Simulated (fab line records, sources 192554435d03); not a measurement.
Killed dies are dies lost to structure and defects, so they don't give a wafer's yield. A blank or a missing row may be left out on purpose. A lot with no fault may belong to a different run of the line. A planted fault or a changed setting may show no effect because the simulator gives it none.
Split-lot trial -- flow n5 finfet -- 39 wafers read from 7 lots, route of 1938 steps

## ABOUT THE SPLIT
At N5_DUMMY_GATE_ETCH_32 (etches SiO2 in CF4, target depth 3.5 nm, time 3.9 s), the setting time s was moved away from the recipe's 3.9 s on 12 of the 39 wafers read, by -15.2% to +21.8%. For the rest of the wafers, this setting stayed at what the recipe calls for.

The reading is taken at the split's own step.

## THE READING
etch.depth nm (the simulator's own value, which no gauge read), in nm, at N5_DUMMY_GATE_ETCH_32 (etches SiO2 in CF4, target depth 3.5 nm, time 3.9 s). The file gives no usual value for it. Here, 27 wafers ran the recipe; their average is 3.532 nm with a standard deviation of 0.041 nm.

wafer,"tool, chamber at the split","time s as run, s",against the recipe,"etch.depth nm, nm",against lot-mates on the recipe
L076.1,"rie si-05, 2",3.9,recipe,3.519,-
L076.2,"rie si-05, 1",3.9,recipe,3.472,-
L076.3,"rie si-05, 3",3.9,recipe,3.513,-
L082.1,"rie si-05, 0",4.159,+6.6%,3.732,+0.203
L082.2,"rie si-05, 1",3.9,recipe,3.516,-
L082.3,"rie si-05, 3",3.9,recipe,3.536,-
L082.4,"rie si-05, 2",3.9,recipe,3.535,-
L082.5,"rie si-05, 3",4.159,+6.6%,3.76,+0.231
L082.6,"rie si-05, 2",4.159,+6.6%,3.765,+0.236
L083.1,"rie si-06, 1",3.9,recipe,3.538,-
L083.2,"rie si-06, 3",3.9,recipe,3.552,-
L083.3,"rie si-06, 0",3.9,recipe,3.512,-
L083.4,"rie si-06, 2",3.9,recipe,3.589,-
L083.5,"rie si-06, 0",3.9,recipe,3.523,-
L083.6,"rie si-06, 3",3.9,recipe,3.546,-
L086.1,"rie si-04, 0",3.9,recipe,3.53,-
L086.2,"rie si-04, 3",3.9,recipe,3.495,-
L086.3,"rie si-04, 1",3.9,recipe,3.595,-
L086.4,"rie si-04, 2",3.9,recipe,3.602,-
L086.5,"rie si-04, 2",3.9,recipe,3.607,-
L086.6,"rie si-04, 1",3.9,recipe,3.582,-
L087.1,"rie si-06, 1",3.9,recipe,3.536,-
L087.2,"rie si-06, 0",4.752,+21.8%,4.228,+0.700
L087.3,"rie si-06, 3",3.9,recipe,3.499,-
L087.4,"rie si-06, 2",4.752,+21.8%,4.312,+0.784
L087.5,"rie si-06, 2",3.9,recipe,3.548,-
L087.6,"rie si-06, 3",4.752,+21.8%,4.308,+0.780
L088.1,"rie si-06, 0",3.9,recipe,3.45,-
L088.2,"rie si-06, 3,2",3.307,-15.2%,2.97,-0.515
L088.4,"rie si-06, 3,2",3.307,-15.2%,2.97,-0.515
L088.3,"rie si-06, 1",3.9,recipe,3.514,-
L088.5,"rie si-06, 1",3.9,recipe,3.492,-
L088.6,"rie si-06, 0",3.307,-15.2%,2.911,-0.574
L096.1,"rie si-04, 0",4.198,+7.6%,3.754,+0.229
L096.2,"rie si-04, 1",3.9,recipe,3.6,-
L096.3,"rie si-04, 2",4.198,+7.6%,3.838,+0.313
L096.4,"rie si-04, 3",3.9,recipe,3.5,-
L096.5,"rie si-04, 2",4.198,+7.6%,3.828,+0.303
L096.6,"rie si-04, 3",3.9,recipe,3.474,-
The file does not say which wafer passed through which chamber wherever a row lists several chambers: such a row stands for several wafers.

THE FIT
A straight line over all 39 wafers: etch.depth nm changes by +0.0357 nm for each +1% of time s; r = +0.99; the points scatter about the line by 0.042 nm.
The same after taking each lot's own level away (the mean of its wafers on the recipe; 39 wafers): +0.0349 nm for each +1%; r = +0.99; scatter 0.033 nm.
According to that fit, moving time s by its largest amount changes the reading by 0.76 nm.
Measured against the standard deviation above, the lots' own levels, which go from 3.4853 to 3.5685 nm, span 2.0 times it.
Consequently the slope shifts little with the lot-to-lot level, the two slopes agreeing.
Check: for one of the wafers moved furthest among these (+21.8%), held out of the fit, the line's prediction against its lot-mates is +0.777 nm. Against them it came out at +0.7 nm.

## THE FILE'S OWN FIT
etch.depth nm changes by +0.0348 nm for each +1% of time s, r = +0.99.
